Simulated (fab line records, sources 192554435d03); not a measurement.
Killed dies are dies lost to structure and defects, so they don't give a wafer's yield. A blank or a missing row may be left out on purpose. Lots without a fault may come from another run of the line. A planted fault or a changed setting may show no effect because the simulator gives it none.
Split-lot experiment | flow n5_finfet | 7 lots, 21 wafers read, on a route of 1938 steps

THE SPLIT
At N5_BEOL_M9_COAT_22 (resist thk 30 nm), the setting spin_rpm was moved away from the recipe's 1500 rpm on 5 of the 21 wafers read, by +3.4% to +11.1%. The other wafers ran this setting at the recipe's value.

FROM THE SPLIT TO THE READING: what the file shows between them, 4 steps
- N5_BEOL_M9_EBR_24
- N5_BEOL_M9_SOFTBAKE_23: time 60 s
- N5_BEOL_M9_EXPOSE_25: exposes mask V8
- N5_BEOL_M9_PEB_26: peb time 60 s

THE READING
CAR-EUV_of_BEOL_M9_COAT_22.thk_nm (the simulator's own value, which no gauge read), in nm, at N5_BEOL_M9_DEVELOP_27 (develop time 30 s). The file gives no usual value for it. The 16 wafers here that ran the recipe average 29.5 nm, standard deviation 0.1 nm.

wafer  | tool, chamber at the split | spin_rpm as run, rpm | against the recipe | CAR-EUV_of_BEOL_M9_COAT_22.thk_nm, nm | against lot-mates on the recipe
L078.3 | litho_track-05, 0          | 1500                 | recipe             | 29.6                                  | -
L078.4 | litho_track-05, 0          | 1662                 | +10.8%             | 28                                    | -1.6
L078.5 | litho_track-05, 0          | 1662                 | +10.8%             | 28                                    | -1.6
L081.2 | litho_track-01, 0          | 1500                 | recipe             | 29.6                                  | -
L081.3 | litho_track-01, 0          | 1500                 | recipe             | 29.4                                  | -
L081.4 | litho_track-01, 0          | 1551                 | +3.4%              | 29                                    | -0.5
L083.2 | litho_track-05, 0          | 1500                 | recipe             | 29.4                                  | -
L083.3 | litho_track-05, 0          | 1500                 | recipe             | 29.4                                  | -
L083.5 | litho_track-05, 0          | 1500                 | recipe             | 29.4                                  | -
L087.3 | litho_track-04, 0          | 1594                 | +6.3%              | 28.6                                  | -1.0
L087.4 | litho_track-04, 0          | 1500                 | recipe             | 29.6                                  | -
L087.5 | litho_track-04, 0          | 1500                 | recipe             | 29.6                                  | -
L092.1 | litho_track-01, 0          | 1500                 | recipe             | 29.4                                  | -
L092.4 | litho_track-01, 0          | 1500                 | recipe             | 29.4                                  | -
L092.3 | litho_track-01, 0          | 1500                 | recipe             | 29.6                                  | -
L096.2 | litho_track-01, 0          | 1500                 | recipe             | 29.4                                  | -
L096.6 | litho_track-01, 0          | 1500                 | recipe             | 29.4                                  | -
L096.5 | litho_track-01, 0          | 1500                 | recipe             | 29.6                                  | -
L097.1 | litho_track-04, 0          | 1500                 | recipe             | 29.6                                  | -
L097.6 | litho_track-04, 0          | 1500                 | recipe             | 29.6                                  | -
L097.2 | litho_track-04, 0          | 1666                 | +11.1%             | 28                                    | -1.6

THE FIT
A straight line over all 21 wafers: CAR-EUV_of_BEOL_M9_COAT_22.thk_nm changes by -0.138 nm for each +1% of spin_rpm; r = -0.99; the points scatter about the line by 0.093 nm.
The same after taking each lot's own level away (the mean of its wafers on the recipe; 21 wafers): -0.148 nm for each +1%; r = -0.99; scatter 0.065 nm.
On that fit, the largest move of spin_rpm shifts the reading by 1.6 nm.
The lots' own levels span 29.40 to 29.60 nm, that is 2.0 times the standard deviation above.
So the lot-to-lot level changes the slope little: the two slopes agree.
Check: with one of the wafers moved furthest among these (+11.1%) left out of the fit, the line predicts -1.66 nm for it against its lot-mates. It came out at -1.6 nm against them.

OTHER SPLITS ON THESE WAFERS
These wafers also went through other splits before the reading. Each is held against what the fit with the lots' levels taken away leaves over:
other split on the same wafers     | wafers away from the commonest value | r with CAR-EUV_of_BEOL_M9_COAT_22.thk_nm (lot level and that fit taken away)
N5_BEOL_M4_TRENCH_ETCH_37 source_w | 8                                    | +0.04
N5_BEOL_M5_COAT_74 spin_rpm        | 11                                   | +0.10
N5_BEOL_M5_COAT_22 spin_rpm        | 10                                   | -0.04
N5_BEOL_M5_TRENCH_ETCH_37 time_s   | 13                                   | -0.06
N5_BEOL_M6_VIA_ETCH_34 time_s      | 4                                    | -0.15
N5_BEOL_M7_COAT_71 spin_rpm        | 3                                    | +0.14
N5_BEOL_M8_DESCUM_33 time_s        | 7                                    | -0.04
N5_BEOL_M9_ETCH_62 time_s          | 10                                   | -0.01

THE WHOLE CHAIN: every reading that the file lists as answering this split, in the file's order
step                  | what it does      | reading                                                                            | change (the file's fit)               | r (the file's)
N5_BEOL_M9_COAT_22    | resist thk 30 nm  | CAR-EUV_of_BEOL_M9_COAT_22.thk_nm (the simulator's own value, which no gauge read) | -0.141 nm for each +1% of the setting | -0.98
N5_BEOL_M9_DEVELOP_27 | develop time 30 s | CAR-EUV_of_BEOL_M9_COAT_22.thk_nm (the simulator's own value, which no gauge read) | -0.148 nm for each +1% of the setting | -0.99

THE FILE'S OWN FIT
CAR-EUV_of_BEOL_M9_COAT_22.thk_nm changes by -0.148 nm for each +1% of spin_rpm, r = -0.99.
